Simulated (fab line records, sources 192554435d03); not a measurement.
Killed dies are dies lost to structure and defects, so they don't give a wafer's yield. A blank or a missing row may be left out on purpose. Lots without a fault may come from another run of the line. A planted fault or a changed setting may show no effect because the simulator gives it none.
Split-lot experiment | flow n5_finfet | 7 lots, 39 wafers read, on a route of 1938 steps

THE SPLIT
At N5_DUMMY_GATE_ETCH_31 (etches SiO2 in C4F6/O2, target depth 82.5 nm, time 27.5 s), the setting target_depth_a was moved away from the recipe's 825 angstrom on 18 of the 39 wafers read, by -5.7% to +9.9%. The other wafers ran this setting at the recipe's value.

The reading is taken at the split's own step.

THE READING
etch.depth_nm (the simulator's own value, which no gauge read), in nm, at N5_DUMMY_GATE_ETCH_31 (etches SiO2 in C4F6/O2, target depth 82.5 nm, time 27.5 s). The file gives no usual value for it. The 21 wafers here that ran the recipe average 82.19 nm, standard deviation 1.6 nm.

wafer  | tool, chamber at the split | target_depth_a as run, angstrom | against the recipe | etch.depth_nm, nm | against lot-mates on the recipe
L076.1 | rie_diel-02, 0             | 825                             | recipe             | 79.54             | -
L076.2 | rie_diel-02, 2             | 777.9                           | -5.7%              | 76.28             | -4.02
L076.3 | rie_diel-02, 1             | 825                             | recipe             | 79.75             | -
L076.4 | rie_diel-02, 3             | 825                             | recipe             | 81.61             | -
L076.5 | rie_diel-02, 1             | 777.9                           | -5.7%              | 75.84             | -4.46
L076.6 | rie_diel-02, 0             | 777.9                           | -5.7%              | 74.98             | -5.32
L078.1 | rie_diel-06, 1             | 825                             | recipe             | 85.06             | -
L078.2 | rie_diel-06, 2             | 825                             | recipe             | 84.27             | -
L078.3 | rie_diel-06, 3             | 887.7                           | +7.6%              | 88.97             | +4.65
L078.4 | rie_diel-06, 1             | 887.7                           | +7.6%              | 91.38             | +7.06
L078.5 | rie_diel-06, 3             | 887.7                           | +7.6%              | 88.71             | +4.39
L078.6 | rie_diel-06, 2             | 825                             | recipe             | 83.64             | -
L081.1 | rie_diel-04, 2             | 825                             | recipe             | 79.22             | -
L081.2 | rie_diel-04, 1             | 825                             | recipe             | 82                | -
L081.3 | rie_diel-04, 3             | 781.9                           | -5.2%              | 78.91             | -2.35
L081.4 | rie_diel-04, 3             | 781.9                           | -5.2%              | 79.22             | -2.04
L081.5 | rie_diel-04, 2             | 781.9                           | -5.2%              | 75.74             | -5.52
L081.6 | rie_diel-04, 1             | 825                             | recipe             | 82.55             | -
L090.2 | rie_diel-04, 1             | 825                             | recipe             | 82.03             | -
L090.4 | rie_diel-04, 3             | 825                             | recipe             | 83.64             | -
L090.6 | rie_diel-04, 3             | 825                             | recipe             | 84.04             | -
L091.1 | rie_diel-06, 3             | 788.7                           | -4.4%              | 78.76             | -3.28
L091.2 | rie_diel-06, 2             | 825                             | recipe             | 81.78             | -
L091.3 | rie_diel-06, 0             | 825                             | recipe             | 81.7              | -
L091.4 | rie_diel-06, 1             | 788.7                           | -4.4%              | 79.82             | -2.22
L091.5 | rie_diel-06, 3             | 788.7                           | -4.4%              | 78.89             | -3.15
L091.6 | rie_diel-06, 2             | 825                             | recipe             | 82.63             | -
L096.1 | rie_diel-02, 2             | 825                             | recipe             | 82.03             | -
L096.2 | rie_diel-02, 3             | 787                             | -4.6%              | 77.8              | -3.25
L096.3 | rie_diel-02, 1             | 787                             | -4.6%              | 75.76             | -5.29
L096.4 | rie_diel-02, 1             | 825                             | recipe             | 79.48             | -
L096.5 | rie_diel-02, 2             | 787                             | -4.6%              | 78.16             | -2.89
L096.6 | rie_diel-02, 3             | 825                             | recipe             | 81.64             | -
L097.1 | rie_diel-04, 1             | 906.9                           | +9.9%              | 89.07             | +5.93
L097.2 | rie_diel-04, 2             | 906.9                           | +9.9%              | 87.69             | +4.55
L097.3 | rie_diel-04, 0             | 825                             | recipe             | 83.24             | -
L097.4 | rie_diel-04, 3             | 825                             | recipe             | 83.75             | -
L097.5 | rie_diel-04, 2             | 906.9                           | +9.9%              | 87.14             | +4.00
L097.6 | rie_diel-04, 1             | 825                             | recipe             | 82.44             | -

THE FIT
A straight line over all 39 wafers: etch.depth_nm changes by +0.814 nm for each +1% of target_depth_a; r = +0.91; the points scatter about the line by 1.7 nm.
The same after taking each lot's own level away (the mean of its wafers on the recipe; 39 wafers): +0.63 nm for each +1%; r = +0.93; scatter 1.1 nm.
On that fit, the largest move of target_depth_a shifts the reading by 6.3 nm.
The lots' own levels span 80.300 to 84.323 nm, that is 2.5 times the standard deviation above.
So the lot-to-lot level changes the slope: the two fits differ.
Check: with one of the wafers moved furthest among these (+9.9%) left out of the fit, the line predicts +6.06 nm for it against its lot-mates. It came out at +5.93 nm against them.

OTHER SPLITS ON THESE WAFERS
These wafers also went through other splits before the reading. Each is held against what the fit with the lots' levels taken away leaves over:
other split on the same wafers       | wafers away from the commonest value | r with etch.depth_nm (lot level and that fit taken away)
N5_DUMMY_GATE_HM_DEP_06 target_thk_a | 24                                   | -0.11
N5_DUMMY_GATE_EXPOSE_12 dose_mj      | 18                                   | +0.12
N5_DUMMY_GATE_ETCH_37 source_w       | 15                                   | -0.08

THE FILE'S OWN FIT
etch.depth_nm changes by +0.632 nm for each +1% of target_depth_a, r = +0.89.
